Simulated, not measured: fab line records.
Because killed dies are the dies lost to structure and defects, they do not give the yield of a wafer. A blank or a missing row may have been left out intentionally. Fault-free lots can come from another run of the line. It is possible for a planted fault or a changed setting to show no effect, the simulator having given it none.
Problem report, 8D (eight disciplines) form, completed by code | flow n5Finfet | the parts of the form that need people (team, actions taken, sign-off) are left out

## 1. THE ISSUE
Mean of oesProductAu at N5_BEOL_M10_HM_OPEN_17: 0.28 a.u. across 3 wafers in 2 lots; on wafers with no fault it is 0.67 a.u. (standard deviation 0.063). Measured from the usual mean, that is -6.1 standard deviations.
The step: chemistry Cl2/BCl3, target TiN, target depth 20 nm, overetch 6 nm.
First observed at day 13 04:13: wafer L446.1, on rieMetal-01. The record has a number at this step for 23 wafers belonging to 8 lots. By rule, "out" or "out of limits" means more than 4 standard deviations away from the usual mean. The other wafers with a number count as sound.

## 2. WHAT IT IS, AND WHAT IT ISN'T
question                    | is                     | is not
which readings at this step | oesProductAu           | drypumpMotorCurrentA, mfcArSccm
which lots                  | L446, L449             | L442, L445, L458, L459, L462, L463
which wafers of those lots  | L446.1, L446.4, L449.1 | L446.2, L449.3
read on which tools         | rieMetal-01            | rieMetal-02, rieMetal-03
when                        | from day 13 04:13      | up to then (7 sound wafers); but 13 sound wafers of L449, L458, L459, L462, L463 came after

## 3. THE SUSPECTS, EACH WITH WHAT RULES IT OUT
Counting: if a tool at a process step up to the reading ran every lot that is out, it stays a suspect. Sound lots after the first of them don't rule it out here, since some wafers of a struck lot are sound.
- rieDiel-04 at N5_BEOL_M10_ETCH_61 (etches SiARC in CF4, target depth 39 nm, time 65 s): kept. Every lot that is out went through it, the first being L446 (day 13 03:59); the last sound lot it ran before that was L445 (day 13 00:19).
- rieDiel-04 at N5_BEOL_M10_ETCH_62 (etches SOC in N2/H2, target depth 110 nm, overetch 22 nm, time 165 s): kept. Every lot that is out went through it, the first being L446 (day 13 04:02); the last sound lot it ran before that was L445 (day 13 00:22).
- rieDiel-04 at N5_BEOL_M10_STRIP_67 (strips in CF4): kept. Every lot that is out went through it, the first being L446 (day 13 04:11); the last sound lot it ran before that was L445 (day 13 00:30).
- rieMetal-01 at N5_BEOL_M10_HM_OPEN_17 (chemistry Cl2/BCl3, target TiN, target depth 20 nm, overetch 6 nm): kept. It ran every lot that is out, first L446 (day 13 04:13). Its own readings are out on those wafers: oesProductAu.
- Within rieDiel-04 at N5_BEOL_M10_ETCH_61: the wafers that are out ran in chambers 0, 3; their sound lot-mates ran in chamber 1.
- Within rieDiel-04 at N5_BEOL_M10_ETCH_62: the wafers that are out ran in chambers 0, 3; their sound lot-mates ran in chamber 1.
- Within rieDiel-04 at N5_BEOL_M10_STRIP_67: the wafers that are out ran in chambers 0, 3; their sound lot-mates ran in chamber 1.
- The sound lot-mates ran in chamber 0 of rieMetal-01 at N5_BEOL_M10_HM_OPEN_17, but the wafers that are out ran in chamber 1.
Left after counting: rieDiel-04 at N5_BEOL_M10_ETCH_61, rieDiel-04 at N5_BEOL_M10_ETCH_62, rieDiel-04 at N5_BEOL_M10_STRIP_67, rieMetal-01 at N5_BEOL_M10_HM_OPEN_17.

## 4. THE CAUSE (what the simulator had put in)
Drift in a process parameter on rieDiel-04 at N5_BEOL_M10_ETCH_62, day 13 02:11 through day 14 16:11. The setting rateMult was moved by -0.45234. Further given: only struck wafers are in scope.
This tool is one of the 4 suspects left after counting.

## 5. SEQUENCE OF EFFECTS, ordered by route
One row per reading whose mean, taken over the struck wafers that have a number, lies over 3 standard deviations from the usual. Only readings for which the record gives a usual standard deviation are gone through. hours: the time from each lot's start at the first step in this table that gives one to its start at this step, as a median over the lots. sigmas: the change in usual standard deviations.
hours | step                    | reading             | usual     | on struck wafers | change | sigmas
0     | N5_BEOL_M10_HM_OPEN_17  | oesProductAu        | 0.67 a.u. | 0.28             | -0.39  | -6.1
55    | N5_PASSIVATION_PROBE_49 | defectLimitedYield  | 91.3 %    | 0.0              | -91.3  | -65
55    | N5_PASSIVATION_PROBE_49 | killed_at_M4_up     | 14        | 1101             | +1087  | +99 or more
55    | N5_PASSIVATION_PROBE_49 | killedDies          | 103       | 1180             | +1077  | +63
55    | N5_PASSIVATION_PROBE_49 | killedOnRim         | 13        | 152              | +139   | +32
55    | N5_PASSIVATION_PROBE_49 | sort_bin_5_function | 5.1 %     | 96.5             | +91.4  | +94
55    | N5_PASSIVATION_PROBE_49 | sortNPass           | 1077      | 0                | -1077  | -63
55    | N5_PASSIVATION_PROBE_49 | sortYieldPct        | 91.2 %    | 0.0              | -91.2  | -65
Its process steps:
- N5_BEOL_M10_HM_OPEN_17: chemistry Cl2/BCl3, target TiN, target depth 20 nm, overetch 6 nm.
- N5_PASSIVATION_PROBE_49
Readings that are blank on the struck wafers while sound wafers have them: cdNm at N5_BEOL_M10_CD_MEAS_18; trenchDepthNm at N5_BEOL_M10_OCD_MEAS_38.

## 6. HOW IT WOULD HAVE BEEN CAUGHT EARLIER
First out-of-limits reading in this record: day 13 04:13, which is 2 hours after fault onset at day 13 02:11.
Of the tool readings at N5_BEOL_M10_ETCH_62 for which the record gives a usual standard deviation, none was out on any struck wafer, so an alarm limit of 4 standard deviations on them would not have fired.
L449, from the lots that are out (2), started N5_BEOL_M10_ETCH_62 on rieDiel-04 later than day 13 04:13. A tool hold placed at that time would have kept it from harm.
